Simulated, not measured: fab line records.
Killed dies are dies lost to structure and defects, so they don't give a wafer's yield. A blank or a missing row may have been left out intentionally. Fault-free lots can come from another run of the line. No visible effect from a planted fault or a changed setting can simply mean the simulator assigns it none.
Split-lot trial | flow n5 finfet | route with 1938 steps; 7 lots, 39 wafers read

ABOUT THE SPLIT
At N5_MOL_CONTACT_COAG_ETCH_124 (etches SiNx in CH3F/O2, stops on SiOC, target depth 6.5 nm), the setting source w was moved away from the recipe's 395 W on 15 of the 39 wafers read, by -16.4% to +5.9%. This setting was run at the recipe's value on the other wafers.

The reading is taken at the split's own step.

THE READING
rf vpp V, in V, at N5_MOL_CONTACT_COAG_ETCH_124 (etches SiNx in CH3F/O2, stops on SiOC, target depth 6.5 nm). A value of 298 V with a standard deviation of 5.9 V is what fault-free wafers of this fab line usually give.

wafer  | tool, chamber at the split | source w as run, W | against the recipe | rf vpp V, V | against lot-mates on the recipe
L074.1 | rie diel-04, 1             | 395                | recipe             | 300         | -
L074.2 | rie diel-04, 2             | 395                | recipe             | 307         | -
L074.3 | rie diel-04, 0             | 330.2              | -16.4%             | 314         | +12
L074.4 | rie diel-04, 3             | 330.2              | -16.4%             | 328         | +26
L074.5 | rie diel-04, 2             | 330.2              | -16.4%             | 332         | +30
L074.6 | rie diel-04, 1             | 395                | recipe             | 299         | -
L077.1 | rie diel-05, 3             | 418.3              | +5.9%              | 292         | -8
L077.2 | rie diel-05, 1             | 395                | recipe             | 301         | -
L077.3 | rie diel-05, 0             | 395                | recipe             | 299         | -
L077.4 | rie diel-05, 3             | 418.3              | +5.9%              | 292         | -8
L077.5 | rie diel-05, 0             | 395                | recipe             | 300         | -
L077.6 | rie diel-05, 1             | 418.3              | +5.9%              | 294         | -6
L079.1 | rie diel-05, 0             | 395                | recipe             | 300         | -
L079.2 | rie diel-05, 1             | 395                | recipe             | 302         | -
L079.3 | rie diel-05, 2             | 347.1              | -12.1%             | 311         | +10
L079.4 | rie diel-05, 3             | 347.1              | -12.1%             | 319         | +18
L079.5 | rie diel-05, 1             | 395                | recipe             | 301         | -
L079.6 | rie diel-05, 2             | 347.1              | -12.1%             | 311         | +10
L087.1 | rie diel-05, 1             | 332.7              | -15.8%             | 326         | +28
L087.2 | rie diel-05, 0             | 332.7              | -15.8%             | 324         | +26
L087.3 | rie diel-05, 3             | 332.7              | -15.8%             | 326         | +28
L087.4 | rie diel-05, 2             | 395                | recipe             | 293         | -
L087.5 | rie diel-05, 0             | 395                | recipe             | 300         | -
L087.6 | rie diel-05, 3             | 395                | recipe             | 302         | -
L091.1 | rie diel-05, 0             | 395                | recipe             | 300         | -
L091.2 | rie diel-05, 2             | 395                | recipe             | 292         | -
L091.3 | rie diel-05, 1             | 395                | recipe             | 301         | -
L091.4 | rie diel-05, 3             | 334.5              | -15.3%             | 327         | +29
L091.5 | rie diel-05, 0             | 334.5              | -15.3%             | 322         | +24
L091.6 | rie diel-05, 1             | 334.5              | -15.3%             | 325         | +27
L093.1 | rie diel-05, 3             | 395                | recipe             | 300         | -
L093.2 | rie diel-05, 1             | 395                | recipe             | 302         | -
L093.5 | rie diel-05, 0             | 395                | recipe             | 300         | -
L095.1 | rie diel-04, 2             | 395                | recipe             | 306         | -
L095.2 | rie diel-04, 1             | 395                | recipe             | 299         | -
L095.3 | rie diel-04, 3             | 395                | recipe             | 300         | -
L095.4 | rie diel-04, 0             | 395                | recipe             | 287         | -
L095.5 | rie diel-04, 1             | 395                | recipe             | 300         | -
L095.6 | rie diel-04, 0             | 395                | recipe             | 290         | -

FIT RESULTS
A straight line over all 39 wafers: rf vpp V changes by -1.52 V for each +1% of source w; r = -0.93; the points scatter about the line by 4.7 V.
The same after taking each lot's own level away (the mean of its wafers on the recipe; 39 wafers): -1.5 V for each +1%; r = -0.92; scatter 4.7 V.
The reading moves by 25 V for the largest change in source w, on that fit.
The lots' own levels span 297.0 to 302.0 V, that is 0.8 times the standard deviation above.
So the lot-to-lot level changes the slope little: the two slopes agree.
Check: with one of the wafers moved furthest among these (-16.4%) left out of the fit, the line predicts +26.1 V for it against its lot-mates. It came out at +12 V against them.
Tool readings at the split's step, against how far the setting was moved: rf vpp V r = -0.93.

OTHER SPLITS ON THESE WAFERS
Note: prior to the reading, these wafers also went through further splits. Each is held against what the fit with the lots' levels taken away leaves over:
other split on the same wafers | wafers away from the commonest value | r with rf vpp V (lot level and that fit taken away)
N5_DUMMY_GATE_ETCH_42 bias w   | 9                                    | +0.18
N5_SD_ACTIVATION_LSA_01 temp c | 15                                   | -0.11

THE FILE'S OWN FIT
rf vpp V changes by -1.51 V for each +1% of source w, r = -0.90.
